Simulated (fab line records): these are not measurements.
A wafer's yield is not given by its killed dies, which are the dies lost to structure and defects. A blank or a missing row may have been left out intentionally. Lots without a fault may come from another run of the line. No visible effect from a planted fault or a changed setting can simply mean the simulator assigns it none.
fab line records	flow n5-finfet
record: lots: 5	wafers: 13	last-day: 16
route steps=1938 shown BEOL_M4@1099 BEOL_M5@1112 BEOL_M6@1257 PASSIVATION@1936
lots that met no fault: taken from a fault-free run of the same line
start-h: hours from the record's opening day to when the first of the lot's shown wafers began	wait-h: time in hours since the lot's previous step	" unchanged from the row above	L1.1+2: a row that stands for several wafers	- either no value or no given start	* or withheld: withheld	< > ~ a bound
route shown NAME@n: names a module that has steps shown in the file, with the first one's number in the route	usual: mean and standard deviation over wafers with no fault	same: alike in all rows	chamber/n: place in a boat	sites: readings site by site	_std_site: the standard deviation of these	_edge_site: the outer-site mean with the inner-site mean subtracted	radius-mm: for every site, how far away it sits from the centre of the wafer	mask NAME#n: copy n	behind: the last tool/chamber to shape the wafer	hold: why the lot was held/for how many hours/how that ended	device: which transistor (n, p or np) failed to switch	end of line: tests run on the same wafers once the route is complete	step lacking rows: just its recipe	killed: dies lost to structure and defects at the first sort, not the wafer's yield	map: dies across one wafer; x = killed, . = not, _ = none there
set.NAME: setting as actually run; set.NAME@STEP: the setting as run at that earlier step	model.NAME: the simulator's own value behind a step, which no gauge read
lots seen at some steps along the route; tables by step, rows by wafer
services: from which hour (start-h, from the record's first day; less than 0 if before it) a tool's chamber was out of use, for how many hours, and why
== steps ==
step: N5_BEOL_M4_ANNEAL_95
recipe: temp-c: 400	time-s: 240	ambient: vacuum
step: N5_BEOL_M4_SPUTTER_96
recipe: material: Cu	target-thk-a: 45	temp-c: -20	chamber-pressure-pa: 0.07	power-w: withheld	time-s: 8.29
step: N5_BEOL_M4_ECD_50
recipe: material: Cu	target-thk-a: 3000
step: N5_BEOL_M4_ANNEAL_51
recipe: temp-c: 225	time-s: 90	ambient: N2
step: N5_BEOL_M4_CMP_52
recipe: stop-on: SiOC	t-overpolish-s: 6.8	down-force-psi: 1	platen-rpm: 50	clearing-platen-down-force-psi: 1.5	clearing-platen-rpm: 50	post-cmp-clean: cu-alkaline	target-thk-nm: 40	clearing-platen-pad-velocity-m-s: 0.99484	pad-velocity-m-s: 0.99484
step: N5_BEOL_M4_PRE_CLEAN_60
recipe: gas: NH3/H2	time-s: 15	temp-c: *	rf-power-w: 300
step: N5_BEOL_M4_CO_CAP_55
recipe: material: Co	target-thk-a: 20	temp-c: 200	precursor: CCTBA/H2	pressure-torr: 30	time-s: 102.1
step: N5_BEOL_M4_PRE_CLEAN_56
recipe: gas: NH3	time-s: 15	temp-c: withheld	rf-power-w: 300
step: N5_BEOL_M4_DEP_57
recipe: material: SiCN	target-thk-a: 80	temp-c: withheld	precursor: 3MS/NH3	pressure-torr: 3	rf-w: 202	time-s: 14
step: N5_BEOL_M4_RC_MEAS_101
usual: DIBL_N: 36.2/1.7	DIBL_P: 36.6/1.9	IOFF_N: 0.16/0.032	IOFF_P: 0.21/0.037	ION_N: 675/12	ION_P: 460/8.1	SS_N: 71.4/0.58	SS_P: 73.4/0.64	VT_N: 249/3.2	VT_P: -252/3.4
lot.wafer	tool	chamber	start-h	wait-h	DIBL_N[mV/V]	DIBL_P[mV/V]	IOFF_N[nA/um]	IOFF_P[nA/um]	ION_N[uA/um]	ION_P[uA/um]	SS_N[mV/dec]	SS_P[mV/dec]	VT_N[mV]	VT_P[mV]
L428.2	prober-02	0	169.51	0.2	35.1	36.2	0.15	0.21	681	467	71.3	73.3	249	-249
L428.3	"	0	"	"	37.1	37.8	0.17	0.22	688	468	72.4	73.9	250	-247
L428.5	"	0	"	"	37.4	38.8	0.18	0.25	672	462	72.3	74.3	248	-247
L437.3	prober-02	0	227.00	0.3	35.6	36.1	0.13	0.18	649	446	71.5	73.2	255	-255
L437.6	"	0	"	"	33.4	33.4	0.11	0.15	658	455	70.2	72.3	255	-253
L439.3	prober-02	0	242.34	0.3	35.7	35.1	0.15	0.18	660	446	72.2	72.9	252	-253
L439.5	"	0	"	"	37.2	37.7	0.19	0.23	676	469	72.0	73.1	247	-250
L439.6	"	0	"	"	34.0	32.7	0.13	0.15	658	446	71.6	72.6	254	-256
L440.3	prober-02	0	245.29	0.3	38.0	38.2	0.19	0.22	661	451	72.0	73.9	247	-250
L440.6	"	0	"	"	35.5	35.0	0.15	0.17	661	447	71.5	72.6	250	-256
L444.1	prober-02	0	263.78	0.0	35.0	36.4	0.14	0.19	678	462	71.9	73.1	252	-253
L444.2	"	0	"	"	36.7	37.1	0.16	0.20	683	464	71.8	73.5	247	-254
L444.6	"	0	"	"	35.1	35.6	0.14	0.17	674	461	71.2	72.6	250	-254
step: N5_BEOL_M5_ILD_DEP_00
recipe: material: SiCOH_lowk	target-thk-a: 1406.4	temp-c: 300	precursor: DEMS/porogen	pressure-torr: 5	rf-w: 500	time-s: 25.9
step: N5_BEOL_M5_CURE_79
recipe: temp-c: 385	time-s: 240	ambient: He/Ar	material: SiCOH_lowk
step: N5_BEOL_M5_PECVD_70
recipe: material: SiO2	target-thk-a: 160	temp-c: 400	precursor: TEOS/O2	pressure-torr: 5.5	rf-w: 450	teos-flow-sccm: 53.8	gas: O2	flow-sccm: 3000	time-s: 18
step: N5_BEOL_M5_HM_DEP_02
recipe: material: TiN	target-thk-a: 200	temp-c: 25	chamber-pressure-pa: 0.49996
step: N5_BEOL_M5_COAT_59
recipe: resist: SOC	temp-c: 250	time-s: 60	spin-rpm: 1500	resist-thk-nm: 60
step: N5_BEOL_M5_COAT_60
recipe: resist: SiARC	temp-c: 220	time-s: 60	spin-rpm: 1500	resist-thk-nm: 12
step: N5_BEOL_M5_COAT_71
recipe: resist: underlayer	temp-c: 205	time-s: 60	spin-rpm: 1500	resist-thk-nm: 5
step: N5_BEOL_M5_COAT_05
recipe: resist: CAR-EUV	spin-rpm: 1500	resist-thk-nm: 30
step: N5_BEOL_M5_EBR_07
recipe: solvent: PGMEA	ebr-width-mm: 1.5
step: N5_BEOL_M5_SOFTBAKE_06
recipe: temp-c: 110	time-s: 60	resist: CAR-EUV
step: N5_BEOL_M5_EXPOSE_08
recipe: mask-id: M5	na: 0.33	source-shape: annular	sigma-inner: 0.4	sigma-outer: 0.8	polarization: unpolarized	target-cd-nm: 28	dose-mj: 35.75
step: N5_BEOL_M5_PEB_09
recipe: peb-temp-c: 100	peb-time-s: 60	resist: CAR-EUV
step: N5_BEOL_M5_DEVELOP_10
recipe: develop-time-s: 30	developer: TMAH	resist: CAR-EUV	rinse-liquid: surfactant-rinse	dry: air-spin	dev-temp-c: 23
step: N5_BEOL_M5_DESCUM_16
recipe: chemistry: O2	time-s: 7	source-power-w: 50	bias-power-w: 20	pressure-mtorr: 20	rf-frequency-hz: 2.712e+07	temp-c: 40	resist: CAR-EUV	o2-flow-sccm: 225
step: N5_BEOL_M5_ETCH_72
recipe: chemistry: N2/H2	target: underlayer	target-depth-a: 65	mask-material: CAR-EUV	time-s: 5.2	ion-energy-ev: 200	pressure-mtorr: 30	source-w: 840	bias-w: 150	n2-flow-sccm: 200	h2-flow-sccm: 200	ends: cleared
step: N5_BEOL_M5_ETCH_61
recipe: chemistry: CF4	target: SiARC	target-depth-a: 156	mask-material: CAR-EUV	time-s: 26	ion-energy-ev: 80	pressure-mtorr: 40	source-w: 545	bias-w: 36	Ar_flow_sccm: 100	cf4-flow-sccm: 100	ends: cleared
step: N5_BEOL_M5_ETCH_62
recipe: chemistry: N2/H2	target: SOC	target-depth-a: 750	overetch-a: 150	mask-material: SiARC	temp-c: 40	time-s: 112.5	ion-energy-ev: 200	pressure-mtorr: 30	source-w: 840	bias-w: 150	n2-flow-sccm: 200	h2-flow-sccm: 200
step: N5_BEOL_M5_STRIP_63
recipe: chemistry: N2/H2	temp-c: 40	n2-flow-sccm: 200	h2-flow-sccm: 200	rf-frequency-hz: 6e+07
step: N5_BEOL_M5_STRIP_73
recipe: chemistry: N2/H2	temp-c: 40	n2-flow-sccm: 200	h2-flow-sccm: 200	rf-frequency-hz: 6e+07
step: N5_BEOL_M5_STRIP_64
recipe: chemistry: CF4	resist: SiARC	power-w: 300	bias-power-w: 75	pressure-mtorr: 50	cf4-flow-sccm: 150	rf-frequency-hz: 6e+07
step: N5_BEOL_M5_HM_OPEN_17
recipe: chemistry: Cl2/BCl3	target-depth-a: 200	overetch-a: 60	target: TiN	mask-material: SOC	ion-energy-ev: 150	pressure-mtorr: 10	icp-w: 1000	bias-w: 126	Cl2_flow_sccm: 53.25	bcl3-flow-sccm: 21.75	Ar_flow_sccm: 25
step: N5_BEOL_M5_STRIP_19
recipe: chemistry: O2	power-w: 400	temp-c: 40	pressure-mtorr: 30	rf-frequency-hz: 6e+07	bias-power-w: 0	overash-fraction: 0.2	o2-flow-sccm: 225
step: N5_BEOL_M5_COAT_65
recipe: resist: SOC	temp-c: 250	time-s: 60	spin-rpm: 1500	resist-thk-nm: 60
step: N5_BEOL_M5_COAT_66
recipe: resist: SiARC	temp-c: 220	time-s: 60	spin-rpm: 1500	resist-thk-nm: 12
step: N5_BEOL_M6_CMP_52
recipe: stop-on: SiCOH_lowk	t-overpolish-s: 6.9	down-force-psi: 1	platen-rpm: 50	clearing-platen-down-force-psi: 1.5	clearing-platen-rpm: 50	post-cmp-clean: cu-alkaline	target-thk-nm: 80	clearing-platen-pad-velocity-m-s: 0.99484	pad-velocity-m-s: 0.99484
usual: barrier-field-endpoint-s: 29.0/0.81	motor-current-A: 6.3/0.64	overpolish-run-s: 6.899/0.0095	pad-life-wafers: 1107/550	time-to-endpoint-s: 62/3.8
same: t-overpolish-s: 6.9
lot.wafer	tool	chamber	start-h	wait-h	barrier-field-endpoint-s	motor-current-A	overpolish-run-s	pad-life-wafers	time-to-endpoint-s
L428.3	cmp-02	1	189.19	0.2	28.1	6.6	6.889	1806	59
L428.2	"	3	"	"	28.8	6.9	6.898	1808	64
L428.5	"	2	"	"	27.4	6.1	6.874	-	55
L437.3	cmp-02	1	246.44	0.2	46.9	6.2	0.030	150	81
L437.6	"	2	"	"	29.3	6.3	6.900	-	57
L439.3	cmp-02	3	261.52	0.2	46.8	6.7	0.036	271	82
L439.5	"	2	"	"	46.9	5.9	0.039	-	82
L439.6	"	3	"	"	30.0	6.7	6.890	-	68
L440.3	cmp-02	2	264.67	0.2	46.9	6.1	0.038	295	80
L440.6	"	2	"	"	28.4	6.2	6.884	-	60
L444.2	cmp-01	0	284.51	0.2	27.9	5.4	6.900	1452	62
L444.1	"	1	"	"	27.7	5.1	6.900	1453	61
L444.6	"	1	"	"	29.0	5.3	6.900	-	63
step: N5_BEOL_M6_THK_MEAS_53
recipe: thk-meas-gauge: xrf	reads: Cu_of_BEOL_M6_ECD_50
usual: M6_THK: 78.6/2.3
lot.wafer	tool	chamber	start-h	wait-h	M6_THK[nm]
L428.2	film-metro-02	-	189.49	-	75.5
L428.3	"	-	"	"	76.5
L428.5	"	-	"	"	74.1
L437.3	film-metro-01	-	246.74	-	187.6
L437.6	"	-	"	"	80.0
L439.3	film-metro-02	-	261.78	-	176.6
L439.5	"	-	"	"	185.5
L439.6	"	-	"	"	81.1
L440.3	film-metro-01	-	264.93	-	180.7
L440.6	"	-	"	"	79.1
L444.1	film-metro-02	-	284.80	-	82.3
L444.2	"	-	"	"	76.3
L444.6	"	-	"	"	76.8
step: N5_BEOL_M6_INSPECT_58
recipe: inspect-instrument: darkfield	mode: post-dep
usual: raw-defect-count: 77/26
lot.wafer	tool	chamber	start-h	wait-h	raw-defect-count
L428.2	defect-inspect-02	-	189.65	0.0	70
L428.3	"	-	"	"	130
L428.5	"	-	"	"	99
L437.3	defect-inspect-01	-	246.90	0.0	1371
L437.6	"	-	"	"	43
L439.3	defect-inspect-02	-	261.93	0.0	1357
L439.5	"	-	"	"	1421
L439.6	"	-	"	"	69
L440.3	defect-inspect-01	-	265.09	0.0	1353
L440.6	"	-	"	"	93
L444.1	defect-inspect-01	-	284.96	0.0	143
L444.2	"	-	"	"	95
L444.6	"	-	"	"	138
step: N5_PASSIVATION_PROBE_49
usual: defect-limited-yield: 91.3/1.5	killed_at_M0_to_M3: 35/10	killed_at_M4_up: 12/4.6	killed-at-contacts: 13/6.6	killed-at-front-end: 39/11	killed-at-other: 4/3.4	killed-dies: 103/17	killed-on-rim: 14/4.1	killed-open: 67/13	killed-short: 35/8.2	sort_bin_5_function: 5.1/0.94	sort_bin_6_memory: 3.2/0.7	sort-n-pass: 1077/17	sort-yield-pct: 91.3/1.5
same: gross-dies: 1180	killed-at-back-side: 0	sort_bin_4_leakage[%]: 0	sort_bin_8_speed[%]: 0
lot.wafer	tool	chamber	start-h	wait-h	defect-limited-yield[%]	killed_at_M0_to_M3	killed_at_M4_up	killed-at-contacts	killed-at-front-end	killed-at-other	killed-dies	killed-on-rim	killed-open	killed-short	sort_bin_5_function[%]	sort_bin_6_memory[%]	sort-n-pass	sort-yield-pct[%]
L437.3	prober-01	-	326.49	0.1	0	43	1086	7	39	5	1180	152	87	20	5.4	3.4	0	0
L439.3	prober-01	-	337.60	0.1	0	34	1102	2	39	3	1180	152	59	29	4.7	2.5	0	0
L439.5	prober-01	-	337.70	0.2	0	53	1074	2	46	5	1180	152	83	35	5.5	4.2	0	0
L440.3	prober-01	-	343.06	0.1	0	31	1093	10	41	5	1180	152	54	41	5.0	2.5	0	0
killed by level:class
L437.3 BEOL_M6:area-cmp=1073 FIN_SAQP:geometric-particle:open=11 BEOL_M0_SAQP:geometric-particle:open=10 BEOL_M1:geometric-particle:open=10 FIN_SAQP:geometric-particle:short=8 BEOL_M3:geometric-particle:open=8 MOL_CONTACT_COAG:geometric-particle:open=7 GATE_CUT:geometric-particle:open=6
L439.3 BEOL_M6:area-cmp=1091 STI_FIN_REVEAL:geometric-particle:open=18 BEOL_M3:geometric-particle:open=8 BEOL_M0_SAQP:geometric-particle:short=7 BEOL_M0_SAQP:geometric-particle:open=6 BEOL_M1:geometric-particle:open=6 FIN_SAQP:geometric-particle:short=5 STI_FIN_REVEAL:geometric-particle:short=4
L439.5 BEOL_M6:area-cmp=1061 FIN_SAQP:geometric-particle:open=16 BEOL_M0_SAQP:geometric-particle:open=13 BEOL_M0_SAQP:geometric-particle:short=11 BEOL_M3:geometric-particle:open=10 BEOL_M4:geometric-particle:open=7 STI_FIN_REVEAL:geometric-particle:open=6 BEOL_M0:geometric-particle:open=5
L440.3 BEOL_M6:area-cmp=1085 FIN_SAQP:geometric-particle:short=11 BEOL_M2:geometric-particle:open=9 FIN_SAQP:geometric-particle:open=8 MOL_CONTACT_COAG:geometric-particle:open=7 BEOL_M3:geometric-particle:open=6 STARTING-WAFER:geometric-particle:open=6 STI_FIN_REVEAL:geometric-particle:open=5
map L437.3 (x killed, . not)
_________________xxxxxxxxxxxx________________
______________xxxxxxxxxxxxxxxxxx_____________
___________xxxxxxxxxxxxxxxxxxxxxxxx__________
__________xxxxxxxxxxxxxxxxxxxxxxxxxx_________
________xxxxxxxxxxxxxxxxxxxxxxxxxxxxxx_______
_______xxxxxxxxxxxxxxxxxxxxxxxxxxxxxxxx______
______xxxxxxxxxxxxxxxxxxxxxxxxxxxxxxxxxx_____
_____xxxxxxxxxxxxxxxxxxxxxxxxxxxxxxxxxxxx____
____xxxxxxxxxxxxxxxxxxxxxxxxxxxxxxxxxxxxxx___
___xxxxxxxxxxxxxxxxxxxxxxxxxxxxxxxxxxxxxxxx__
___xxxxxxxxxxxxxxxxxxxxxxxxxxxxxxxxxxxxxxxx__
__xxxxxxxxxxxxxxxxxxxxxxxxxxxxxxxxxxxxxxxxxx_
__xxxxxxxxxxxxxxxxxxxxxxxxxxxxxxxxxxxxxxxxxx_
_xxxxxxxxxxxxxxxxxxxxxxxxxxxxxxxxxxxxxxxxxxxx
_xxxxxxxxxxxxxxxxxxxxxxxxxxxxxxxxxxxxxxxxxxxx
_xxxxxxxxxxxxxxxxxxxxxxxxxxxxxxxxxxxxxxxxxxxx
_xxxxxxxxxxxxxxxxxxxxxxxxxxxxxxxxxxxxxxxxxxxx
_xxxxxxxxxxxxxxxxxxxxxxxxxxxxxxxxxxxxxxxxxxxx
_xxxxxxxxxxxxxxxxxxxxxxxxxxxxxxxxxxxxxxxxxxxx
_xxxxxxxxxxxxxxxxxxxxxxxxxxxxxxxxxxxxxxxxxxxx
_xxxxxxxxxxxxxxxxxxxxxxxxxxxxxxxxxxxxxxxxxxxx
__xxxxxxxxxxxxxxxxxxxxxxxxxxxxxxxxxxxxxxxxxx_
__xxxxxxxxxxxxxxxxxxxxxxxxxxxxxxxxxxxxxxxxxx_
___xxxxxxxxxxxxxxxxxxxxxxxxxxxxxxxxxxxxxxxx__
___xxxxxxxxxxxxxxxxxxxxxxxxxxxxxxxxxxxxxxxx__
____xxxxxxxxxxxxxxxxxxxxxxxxxxxxxxxxxxxxxx___
_____xxxxxxxxxxxxxxxxxxxxxxxxxxxxxxxxxxxx____
______xxxxxxxxxxxxxxxxxxxxxxxxxxxxxxxxxx_____
_______xxxxxxxxxxxxxxxxxxxxxxxxxxxxxxxx______
________xxxxxxxxxxxxxxxxxxxxxxxxxxxxxx_______
__________xxxxxxxxxxxxxxxxxxxxxxxxxx_________
___________xxxxxxxxxxxxxxxxxxxxxxxx__________
______________xxxxxxxxxxxxxxxxxx_____________
_________________xxxxxxxxxxxx________________
map L439.3 (x killed, . not)
_________________xxxxxxxxxxxx________________
______________xxxxxxxxxxxxxxxxxx_____________
___________xxxxxxxxxxxxxxxxxxxxxxxx__________
__________xxxxxxxxxxxxxxxxxxxxxxxxxx_________
________xxxxxxxxxxxxxxxxxxxxxxxxxxxxxx_______
_______xxxxxxxxxxxxxxxxxxxxxxxxxxxxxxxx______
______xxxxxxxxxxxxxxxxxxxxxxxxxxxxxxxxxx_____
_____xxxxxxxxxxxxxxxxxxxxxxxxxxxxxxxxxxxx____
____xxxxxxxxxxxxxxxxxxxxxxxxxxxxxxxxxxxxxx___
___xxxxxxxxxxxxxxxxxxxxxxxxxxxxxxxxxxxxxxxx__
___xxxxxxxxxxxxxxxxxxxxxxxxxxxxxxxxxxxxxxxx__
__xxxxxxxxxxxxxxxxxxxxxxxxxxxxxxxxxxxxxxxxxx_
__xxxxxxxxxxxxxxxxxxxxxxxxxxxxxxxxxxxxxxxxxx_
_xxxxxxxxxxxxxxxxxxxxxxxxxxxxxxxxxxxxxxxxxxxx
_xxxxxxxxxxxxxxxxxxxxxxxxxxxxxxxxxxxxxxxxxxxx
_xxxxxxxxxxxxxxxxxxxxxxxxxxxxxxxxxxxxxxxxxxxx
_xxxxxxxxxxxxxxxxxxxxxxxxxxxxxxxxxxxxxxxxxxxx
_xxxxxxxxxxxxxxxxxxxxxxxxxxxxxxxxxxxxxxxxxxxx
_xxxxxxxxxxxxxxxxxxxxxxxxxxxxxxxxxxxxxxxxxxxx
_xxxxxxxxxxxxxxxxxxxxxxxxxxxxxxxxxxxxxxxxxxxx
_xxxxxxxxxxxxxxxxxxxxxxxxxxxxxxxxxxxxxxxxxxxx
__xxxxxxxxxxxxxxxxxxxxxxxxxxxxxxxxxxxxxxxxxx_
__xxxxxxxxxxxxxxxxxxxxxxxxxxxxxxxxxxxxxxxxxx_
___xxxxxxxxxxxxxxxxxxxxxxxxxxxxxxxxxxxxxxxx__
___xxxxxxxxxxxxxxxxxxxxxxxxxxxxxxxxxxxxxxxx__
____xxxxxxxxxxxxxxxxxxxxxxxxxxxxxxxxxxxxxx___
_____xxxxxxxxxxxxxxxxxxxxxxxxxxxxxxxxxxxx____
______xxxxxxxxxxxxxxxxxxxxxxxxxxxxxxxxxx_____
_______xxxxxxxxxxxxxxxxxxxxxxxxxxxxxxxx______
________xxxxxxxxxxxxxxxxxxxxxxxxxxxxxx_______
__________xxxxxxxxxxxxxxxxxxxxxxxxxx_________
___________xxxxxxxxxxxxxxxxxxxxxxxx__________
______________xxxxxxxxxxxxxxxxxx_____________
_________________xxxxxxxxxxxx________________
== services ==
tool	chamber	start-h	hours	kind
cmp-01	-	195.44	2.3	repair
cmp-02	-	200.12	5.6	pm
cmp-02	-	224.03	4.0	pm
cmp-02	-	228.03	-	consumable-replace:conditioner
cmp-02	-	228.03	-	consumable-replace:pad
cmp-02	-	235.30	2.8	repair
== key ==
first-sign: step: N5_BEOL_M6_CMP_52	reading: overpolish-run-s	direction: down	sigmas: 99+	usual: 6.899	struck: 0.036
effect: step: N5_BEOL_M6_CMP_52	reading: barrier-field-endpoint-s	direction: up	sigmas: 22	usual: 29.0	struck: 46.9
effect: step: N5_BEOL_M6_THK_MEAS_53	reading: M6_THK	direction: up	sigmas: 45	usual: 78.6	struck: 182.6
effect: step: N5_BEOL_M6_INSPECT_58	reading: raw-defect-count	direction: up	sigmas: 50	usual: 77	struck: 1376
effect: step: N5_PASSIVATION_PROBE_49	reading: killed_at_M4_up	direction: up	sigmas: 99+	usual: 12	struck: 1089
more-kills-born-at: N5_BEOL_M6_CMP_52@cmp-02: 4310
met-at N5_BEOL_M6_CMP_52
struck-wafers L437.3,L439.3,L439.5,L440.3
later-rows-left-out L437.3,L439.3,L439.5,L440.3
onset-between 189.19 246.44
fault: kind: process-parameter-drift	tool: cmp-02	chamber: -	onset-h: 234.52	steps: N5_BEOL_M6_CMP_52	channel: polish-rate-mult	offset: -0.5	shape: step	end-h: 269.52	scope: struck-wafers-only
later-rows-left-out: the simulator's readings of these wafers behind a module that went badly wrong aren't trusted and aren't shown, but for the sort
